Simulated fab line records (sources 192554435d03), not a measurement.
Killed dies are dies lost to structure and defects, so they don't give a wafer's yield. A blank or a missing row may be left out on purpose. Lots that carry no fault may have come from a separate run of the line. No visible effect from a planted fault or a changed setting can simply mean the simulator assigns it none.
fab line records -- flow n5_finfet
record lots=6, wafers=18, last_day=18
route steps=1938 shown BEOL_M1@816 BEOL_M4@1111 PASSIVATION@1936
lots with no fault: from the same line, run without faults
start_h: start of the lot's first displayed wafer, in hours after the record's first day -- wait_h: hours elapsed since this lot's preceding step -- " unchanged from the row above -- L1.1+2: several wafers, shown together as one row -- - no value, or no start was given -- * or withheld: withheld -- < > ~ a bound
route shown NAME@n: NAME is a module with steps in the file, n the number in the route of the first one -- usual: mean/standard deviation of fault-free wafers -- same: alike in all rows -- chamber/n: place in a boat -- sites: readings site by site -- _std_site: standard deviation of those values -- _edge_site: the outer-site mean with the inner-site mean subtracted -- radius_mm: for every site, how far away it sits from the centre of the wafer -- mask NAME#n: copy n -- behind: the tool/chamber that last shaped the wafer -- hold: the reason the lot was held/the length of the hold in hours/how it ended -- device: the transistor (n, p or np) that didn't switch -- end of line: tests run on the same wafers once the route is complete -- where a step has no rows: the recipe by itself -- killed: dies that structure and defects cost at the first sort, which is not the same as the wafer's yield -- map: a wafer's dies, x killed, . not, _ none there
set.NAME: the setting as run; set.NAME@STEP: as run at that earlier step -- model.NAME: the simulator's own value behind a step, which no gauge read
lots seen at some steps along the route; tables by step, rows by wafer
services: when a tool's chamber went out of use (start_h, in hours from the record's first day, below 0 if earlier), for how many hours, and the reason
## steps
# step N5_BEOL_M1_SPUTTER_79
# recipe material=Cu, target_thk_a=45, temp_c=-20, chamber_pressure_pa=0.07, power_w=withheld, time_s=8.29
# usual chamber_pressure_pa=0.07001/0.00014, chuck_gas_flow_sccm=1.25/0.056, chuck_sensor_temp_C=-15.6/0.55, throttle_valve_pct=30.1/1.3
lot.wafer,tool,chamber,start_h,wait_h,chamber_pressure_pa,chuck_gas_flow_sccm,chuck_sensor_temp_C,throttle_valve_pct
L984.2,pvd_sputter-03,-,147.90,0.1,0.07,1.27,-15.6,31.7
L984.4,pvd_sputter-03,-,147.90,0.1,0.06987,1.27,-15.5,29.8
L984.6,pvd_sputter-03,-,147.90,0.1,0.06987,1.29,-16.7,33.2
L990.1,pvd_sputter-01,-,190.84,0.1,0.06982,1.25,-14.7,31.0
L990.2,pvd_sputter-01,-,190.84,0.1,0.07005,1.26,-15.8,28.8
L990.3,pvd_sputter-01,-,190.84,0.1,0.07006,1.27,-15.3,29.2
L991.2,pvd_sputter-02,-,196.71,0.1,0.06989,1.22,-15.3,31.5
L991.3,pvd_sputter-02,-,196.71,0.1,0.06989,1.27,-16.1,30.4
L991.6,pvd_sputter-02,-,196.71,0.1,0.06989,1.15,-15.6,28.7
L999.4,pvd_sputter-01,-,241.11,0.1,0.06994,1.23,-15.8,28.9
L999.5,pvd_sputter-01,-,241.11,0.1,0.07005,1.32,-15.7,29.1
L999.6,pvd_sputter-01,-,241.11,0.1,0.06998,1.29,-15.4,29.2
L100.1,pvd_sputter-02,-,250.24,0.1,0.06994,1.18,-15.7,28.7
L100.3,pvd_sputter-02,-,250.24,0.1,0.06996,1.23,-15.2,31.4
L100.6,pvd_sputter-02,-,250.24,0.1,0.06992,1.27,-15.4,28.6
L103.1,pvd_sputter-01,-,275.13,0.1,0.07008,1.27,-15.0,29.2
L103.3,pvd_sputter-01,-,275.13,0.1,0.06988,1.26,-14.8,31.2
L103.5,pvd_sputter-01,-,275.13,0.1,0.07021,1.31,-15.5,28.9
# step N5_BEOL_M1_ANNEAL_80
# recipe temp_c=400, time_s=240, ambient=vacuum
# step N5_BEOL_M1_SPUTTER_81
# recipe material=Cu, target_thk_a=45, temp_c=-20, chamber_pressure_pa=0.07, power_w=withheld, time_s=8.29
# step N5_BEOL_M1_ANNEAL_82
# recipe temp_c=400, time_s=240, ambient=vacuum
# step N5_BEOL_M1_SPUTTER_86
# recipe material=Cu, target_thk_a=45, temp_c=-20, chamber_pressure_pa=0.07, power_w=withheld, time_s=8.29
# usual chamber_pressure_pa=0.07/0.00016, chuck_gas_flow_sccm=1.25/0.051, chuck_sensor_temp_C=-15.6/0.56, throttle_valve_pct=30.1/1.3
lot.wafer,tool,chamber,start_h,wait_h,chamber_pressure_pa,chuck_gas_flow_sccm,chuck_sensor_temp_C,throttle_valve_pct
L984.2,pvd_sputter-03,-,148.34,0.1,0.06999,1.28,-15.3,31.9
L984.4,pvd_sputter-03,-,148.34,0.1,0.06983,1.32,-15.4,30.2
L984.6,pvd_sputter-03,-,148.34,0.1,0.07001,1.22,-17.0,33.1
L990.1,pvd_sputter-01,-,191.28,0.1,0.07005,1.33,-14.8,31.1
L990.2,pvd_sputter-01,-,191.28,0.1,0.07005,1.28,-15.6,29.3
L990.3,pvd_sputter-01,-,191.28,0.1,0.0699,1.37,-15.2,29.2
L991.2,pvd_sputter-02,-,197.15,0.1,0.06992,1.30,-15.4,31.6
L991.3,pvd_sputter-02,-,197.15,0.1,0.06999,1.28,-16.2,30.4
L991.6,pvd_sputter-02,-,197.15,0.1,0.06962,1.27,-15.6,28.7
L999.4,pvd_sputter-01,-,241.55,0.1,0.07004,1.19,-15.6,28.8
L999.5,pvd_sputter-01,-,241.55,0.1,0.07006,1.28,-15.5,29.0
L999.6,pvd_sputter-01,-,241.55,0.1,0.07016,1.22,-15.2,29.3
L100.1,pvd_sputter-02,-,250.68,0.1,0.07008,1.18,-15.6,28.4
L100.3,pvd_sputter-02,-,250.68,0.1,0.07027,1.26,-15.4,31.5
L100.6,pvd_sputter-02,-,250.68,0.1,0.0703,1.21,-15.5,28.5
L103.1,pvd_sputter-01,-,275.57,0.1,0.06997,1.34,-15.2,29.3
L103.3,pvd_sputter-01,-,275.57,0.1,0.07014,1.29,-14.8,30.9
L103.5,pvd_sputter-01,-,275.57,0.1,0.06982,1.21,-15.5,28.9
# step N5_BEOL_M1_ANNEAL_87
# recipe temp_c=400, time_s=240, ambient=vacuum
# step N5_BEOL_M1_SPUTTER_88
# recipe material=Cu, target_thk_a=45, temp_c=-20, chamber_pressure_pa=0.07, power_w=withheld, time_s=8.29
# step N5_BEOL_M1_ANNEAL_89
# recipe temp_c=400, time_s=240, ambient=vacuum
# step N5_BEOL_M1_SPUTTER_90
# recipe material=Cu, target_thk_a=45, temp_c=-20, chamber_pressure_pa=0.07, power_w=withheld, time_s=8.29
# step N5_BEOL_M1_ANNEAL_91
# recipe temp_c=400, time_s=240, ambient=vacuum
# usual heater_power_w=859/110
lot.wafer,tool,chamber,start_h,wait_h,heater_power_w
L984.2,pvd_sputter-03,-,148.86,0.0,799
L984.4,pvd_sputter-03,-,148.86,0.0,984
L984.6,pvd_sputter-03,-,148.86,0.0,900
L990.1,pvd_sputter-01,-,191.80,0.0,928
L990.2,pvd_sputter-01,-,191.80,0.0,833
L990.3,pvd_sputter-01,-,191.80,0.0,654
L991.2,pvd_sputter-02,-,197.67,0.0,892
L991.3,pvd_sputter-02,-,197.67,0.0,1013
L991.6,pvd_sputter-02,-,197.67,0.0,868
L999.4,pvd_sputter-01,-,242.07,0.0,849
L999.5,pvd_sputter-01,-,242.07,0.0,833
L999.6,pvd_sputter-01,-,242.07,0.0,678
L100.1,pvd_sputter-02,-,251.20,0.0,867
L100.3,pvd_sputter-02,-,251.20,0.0,889
L100.6,pvd_sputter-02,-,251.20,0.0,864
L103.1,pvd_sputter-01,-,276.09,0.0,652
L103.3,pvd_sputter-01,-,276.09,0.0,914
L103.5,pvd_sputter-01,-,276.09,0.0,826
# step N5_BEOL_M1_SPUTTER_92
# recipe material=Cu, target_thk_a=45, temp_c=-20, chamber_pressure_pa=0.07, power_w=withheld, time_s=8.29
# usual chamber_pressure_pa=0.07003/0.00014, chuck_gas_flow_sccm=1.25/0.051, chuck_sensor_temp_C=-15.6/0.54, throttle_valve_pct=30.1/1.3
lot.wafer,tool,chamber,start_h,wait_h,chamber_pressure_pa,chuck_gas_flow_sccm,chuck_sensor_temp_C,throttle_valve_pct
L984.2,pvd_sputter-03,-,149.00,0.1,0.07017,1.30,-15.4,32.0
L984.4,pvd_sputter-03,-,149.00,0.1,0.06993,1.31,-15.6,29.9
L984.6,pvd_sputter-03,-,149.00,0.1,0.07005,1.30,-16.7,33.2
L990.1,pvd_sputter-01,-,191.94,0.1,0.07002,1.24,-15.0,31.0
L990.2,pvd_sputter-01,-,191.94,0.1,0.07015,1.27,-15.7,29.0
L990.3,pvd_sputter-01,-,191.94,0.1,0.0697,1.30,-15.2,29.4
L991.2,pvd_sputter-02,-,197.81,0.1,0.06991,1.19,-15.4,31.5
L991.3,pvd_sputter-02,-,197.81,0.1,0.07022,1.17,-16.2,30.5
L991.6,pvd_sputter-02,-,197.81,0.1,0.07019,1.21,-15.7,28.4
L999.4,pvd_sputter-01,-,242.21,0.1,0.07032,1.36,-15.5,28.9
L999.5,pvd_sputter-01,-,242.21,0.1,0.07008,1.31,-15.4,29.0
L999.6,pvd_sputter-01,-,242.21,0.1,0.07015,1.26,-15.1,29.3
L100.1,pvd_sputter-02,-,251.34,0.1,0.07011,1.28,-15.7,28.8
L100.3,pvd_sputter-02,-,251.34,0.1,0.07018,1.26,-15.3,31.6
L100.6,pvd_sputter-02,-,251.34,0.1,0.06999,1.26,-15.6,28.7
L103.1,pvd_sputter-01,-,276.23,0.1,0.07012,1.27,-15.2,29.3
L103.3,pvd_sputter-01,-,276.23,0.1,0.06999,1.25,-14.8,30.9
L103.5,pvd_sputter-01,-,276.23,0.1,0.06981,1.22,-15.5,28.8
# step N5_BEOL_M1_ANNEAL_93
# recipe temp_c=400, time_s=240, ambient=vacuum
# usual heater_power_w=857/110
lot.wafer,tool,chamber,start_h,wait_h,heater_power_w
L984.2,pvd_sputter-03,-,149.08,0.0,783
L984.4,pvd_sputter-03,-,149.08,0.0,1018
L984.6,pvd_sputter-03,-,149.08,0.0,873
L990.1,pvd_sputter-01,-,192.02,0.0,921
L990.2,pvd_sputter-01,-,192.02,0.0,834
L990.3,pvd_sputter-01,-,192.02,0.0,657
L991.2,pvd_sputter-02,-,197.89,0.0,920
L991.3,pvd_sputter-02,-,197.89,0.0,1037
L991.6,pvd_sputter-02,-,197.89,0.0,856
L999.4,pvd_sputter-01,-,242.29,0.0,848
L999.5,pvd_sputter-01,-,242.29,0.0,809
L999.6,pvd_sputter-01,-,242.29,0.0,665
L100.1,pvd_sputter-02,-,251.42,0.0,858
L100.3,pvd_sputter-02,-,251.42,0.0,909
L100.6,pvd_sputter-02,-,251.42,0.0,858
L103.1,pvd_sputter-01,-,276.31,0.0,662
L103.3,pvd_sputter-01,-,276.31,0.0,890
L103.5,pvd_sputter-01,-,276.31,0.0,809
# step N5_BEOL_M1_SPUTTER_94
# recipe material=Cu, target_thk_a=45, temp_c=-20, chamber_pressure_pa=0.07, power_w=withheld, time_s=8.29
# usual chamber_pressure_pa=0.07001/0.00014, chuck_gas_flow_sccm=1.26/0.054, chuck_sensor_temp_C=-15.6/0.55, throttle_valve_pct=30.1/1.3
lot.wafer,tool,chamber,start_h,wait_h,chamber_pressure_pa,chuck_gas_flow_sccm,chuck_sensor_temp_C,throttle_valve_pct
L984.2,pvd_sputter-03,-,149.22,0.1,0.07015,1.25,-15.4,32.0
L984.4,pvd_sputter-03,-,149.22,0.1,0.07,1.23,-15.4,30.0
L984.6,pvd_sputter-03,-,149.22,0.1,0.07018,1.35,-16.8,32.8
L990.1,pvd_sputter-01,-,192.16,0.1,-,-,-,-
L990.2,pvd_sputter-01,-,192.16,0.1,-,-,-,-
L990.3,pvd_sputter-01,-,192.16,0.1,-,-,-,-
L991.2,pvd_sputter-02,-,198.03,0.1,-,-,-,-
L991.3,pvd_sputter-02,-,198.03,0.1,-,-,-,-
L991.6,pvd_sputter-02,-,198.03,0.1,-,-,-,-
L999.4,pvd_sputter-01,-,242.43,0.1,0.06983,1.30,-15.8,28.9
L999.5,pvd_sputter-01,-,242.43,0.1,0.06997,1.21,-15.5,29.3
L999.6,pvd_sputter-01,-,242.43,0.1,0.06991,1.36,-15.2,29.1
L100.1,pvd_sputter-02,-,251.56,0.1,0.07008,1.27,-15.6,28.7
L100.3,pvd_sputter-02,-,251.56,0.1,0.06997,1.27,-15.2,31.5
L100.6,pvd_sputter-02,-,251.56,0.1,0.06982,1.15,-15.7,28.5
L103.1,pvd_sputter-01,-,276.45,0.1,0.07008,1.24,-15.2,29.1
L103.3,pvd_sputter-01,-,276.45,0.1,0.06999,1.28,-14.8,31.2
L103.5,pvd_sputter-01,-,276.45,0.1,0.07002,1.23,-15.4,29.2
# step N5_BEOL_M1_ANNEAL_95
# recipe temp_c=400, time_s=240, ambient=vacuum
# step N5_BEOL_M4_RC_MEAS_101
# usual DIBL_N=35.0/2.4, DIBL_P=35.4/2.8, IOFF_N=0.14/0.045, IOFF_P=0.20/0.048, ION_N=667/19, ION_P=460/11, SS_N=71.2/0.71, SS_P=73.1/0.86, VT_N=252/4.6, VT_P=-251/3.4
lot.wafer,tool,chamber,start_h,wait_h,DIBL_N[mV/V],DIBL_P[mV/V],IOFF_N[nA/um],IOFF_P[nA/um],ION_N[uA/um],ION_P[uA/um],SS_N[mV/dec],SS_P[mV/dec],VT_N[mV],VT_P[mV]
L984.2,prober-01,0,185.67,0.2,33.6,34.5,0.11,0.18,668,467,70.5,72.4,253,-252
L984.4,prober-01,0,185.67,0.2,41.9,43.1,0.30,0.35,703,477,73.3,75.1,239,-244
L984.6,prober-01,0,185.67,0.2,38.1,38.7,0.17,0.22,682,470,72.4,73.9,252,-249
L990.1,prober-02,0,226.65,0.0,35.0,35.9,0.15,0.19,689,467,71.7,73.7,248,-250
L990.2,prober-02,0,226.65,0.0,31.7,30.9,0.09,0.13,628,438,71.0,71.4,260,-259
L990.3,prober-02,0,226.65,0.0,34.4,33.3,0.12,0.16,652,448,71.1,72.8,253,-250
L991.2,prober-01,0,230.07,0.2,35.0,33.1,0.12,0.18,645,443,71.0,72.9,252,-253
L991.3,prober-01,0,230.07,0.2,35.2,35.2,0.15,0.21,684,470,70.9,73.1,247,-249
L991.6,prober-01,0,230.07,0.2,36.7,35.4,0.16,0.21,671,458,71.8,74.1,250,-252
L999.4,prober-02,0,277.36,0.7,36.1,35.2,0.14,0.20,691,477,71.3,73.9,252,-252
L999.5,prober-02,0,277.36,0.7,33.7,31.2,0.11,0.14,681,466,70.3,72.2,254,-256
L999.6,prober-02,0,277.36,0.7,39.1,37.8,0.21,0.24,666,456,72.0,74.4,246,-250
L100.1,prober-01,0,282.17,0.0,31.6,32.4,0.09,0.17,640,443,70.0,72.8,258,-252
L100.3,prober-01,0,282.17,0.0,36.1,37.6,0.15,0.22,690,472,71.2,73.7,252,-250
L100.6,prober-01,0,282.17,0.0,32.0,30.9,0.08,0.14,655,453,70.7,72.6,259,-257
L103.1,prober-01,0,311.26,0.0,38.3,40.4,0.22,0.30,695,475,71.2,74.0,247,-246
L103.3,prober-01,0,311.26,0.0,33.8,34.3,0.12,0.17,655,451,70.8,72.2,256,-253
L103.5,prober-01,0,311.26,0.0,36.6,38.4,0.18,0.25,695,475,71.8,74.2,247,-248
# step N5_PASSIVATION_PROBE_49
# usual defect_limited_yield=91.7/1.4, killed_at_M0_to_M3=32/9.7, killed_at_M4_up=14/5.5, killed_at_contacts=13/6.1, killed_at_front_end=35/10, killed_at_other=4.2/2.9, killed_dies=98/17, killed_open=63/12, killed_short=32/7.7, sort_bin_4_leakage=0.0/0.33, sort_bin_5_function=4.8/0.9, sort_bin_6_memory=3.1/0.63, sort_bin_8_speed=1/3.3, sort_n_pass=1073/41, sort_yield_pct=91/3.5
# same gross_dies=1180, killed_at_back_side=0
lot.wafer,tool,chamber,start_h,wait_h,defect_limited_yield[%],killed_at_M0_to_M3,killed_at_M4_up,killed_at_contacts,killed_at_front_end,killed_at_other,killed_dies,killed_open,killed_short,sort_bin_4_leakage[%],sort_bin_5_function[%],sort_bin_6_memory[%],sort_bin_8_speed[%],sort_n_pass,sort_yield_pct[%]
L990.1,prober-02,-,319.71,0.0,89.8,74,14,5,26,1,120,78,28,0,5.7,4.2,0,1060,90
L990.2,prober-02,-,319.76,0.1,90.8,46,8,5,48,1,108,65,24,0,5.2,3.1,11,944,80
L990.3,prober-02,-,319.81,0.1,92.1,42,7,12,29,3,93,53,33,0,4.6,2.8,0,1087,92
L991.2,prober-02,-,331.91,0.1,92.9,29,14,18,16,7,84,49,27,0,3.6,3.4,1,1082,92
L991.3,prober-02,-,331.96,0.1,89.9,62,14,9,32,2,119,84,28,0,6.0,3.9,0,1061,90
L991.6,prober-02,-,332.11,0.3,92.1,38,8,17,24,6,93,61,24,0,4.9,2.8,0,1087,92
# killed by level:class
L990.1 BEOL_M3:geometric_particle:open=21 BEOL_M1:geometric_particle:open=14 BEOL_M1:interface_void_opened=13 BEOL_M4:geometric_particle:open=10 STI_FIN_REVEAL:geometric_particle:open=9 BEOL_M1:geometric_particle:short=6 BEOL_M2:geometric_particle:open=6 MOL_CONTACT_COAG:geometric_particle:open=5
L990.2 STI_FIN_REVEAL:geometric_particle:open=20 BEOL_M1:interface_void_opened=9 BEOL_M1:geometric_particle:open=8 BEOL_M3:geometric_particle:open=8 HKMG_FIN:area_etch=8 DUMMY_GATE:geometric_particle:open=5 BEOL_M0_SAQP:geometric_particle:short=5 BEOL_M0:geometric_particle:open=5
L990.3 MOL_CONTACT_COAG:geometric_particle:open=8 BEOL_M0_SAQP:geometric_particle:short=6 BEOL_M1:geometric_particle:open=6 BEOL_M2:geometric_particle:open=6 BEOL_M3:geometric_particle:short=6 BEOL_M1:interface_void_opened=6 DUMMY_GATE:geometric_particle:open=5 GATE_CUT:geometric_particle:open=5
L991.2 MOL_CONTACT_COAG:geometric_particle:open=12 BEOL_M1:interface_void_opened=7 MOL_CONTACT_COAG:geometric_particle:short=6 BEOL_M2:geometric_particle:open=6 BEOL_M3:geometric_particle:open=5 BEOL_M6:geometric_particle:open=5 MIM_TOP_ETCH:geometric_particle:short=5 FIN_SAQP:geometric_particle:open=3
L991.3 BEOL_M1:geometric_particle:open=11 BEOL_M2:geometric_particle:open=11 STI_FIN_REVEAL:geometric_particle:open=10 BEOL_M0_SAQP:geometric_particle:open=10 BEOL_M0_SAQP:geometric_particle:short=9 BEOL_M3:geometric_particle:open=9 MOL_CONTACT_COAG:geometric_particle:open=7 BEOL_M1:interface_void_opened=6
L991.6 MOL_CONTACT_COAG:geometric_particle:open=14 BEOL_M2:geometric_particle:open=13 BEOL_M3:geometric_particle:open=8 BEOL_M1:interface_void_opened=6 STI_FIN_REVEAL:geometric_particle:open=5 FIN_SAQP:geometric_particle:open=4 BEOL_M0_SAQP:geometric_particle:short=4 STARTING-WAFER:geometric_particle:short=4
## services
tool,chamber,start_h,hours,kind
pvd_sputter-01,-,131.81,1.2,repair
## key
first_sign step=N5_BEOL_M1_SPUTTER_94, reading=tool_record, direction=missing
effect none on later readings
met_at N5_BEOL_M1_SPUTTER_94
struck_wafers L990.1,L990.2,L990.3,L991.2,L991.3,L991.6
fault kind=skipped_step_whole, tool=pvd_sputter-01,pvd_sputter-02, chamber=-, onset_h=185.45, steps=N5_BEOL_M1_SPUTTER_94, scope=struck_lots_only
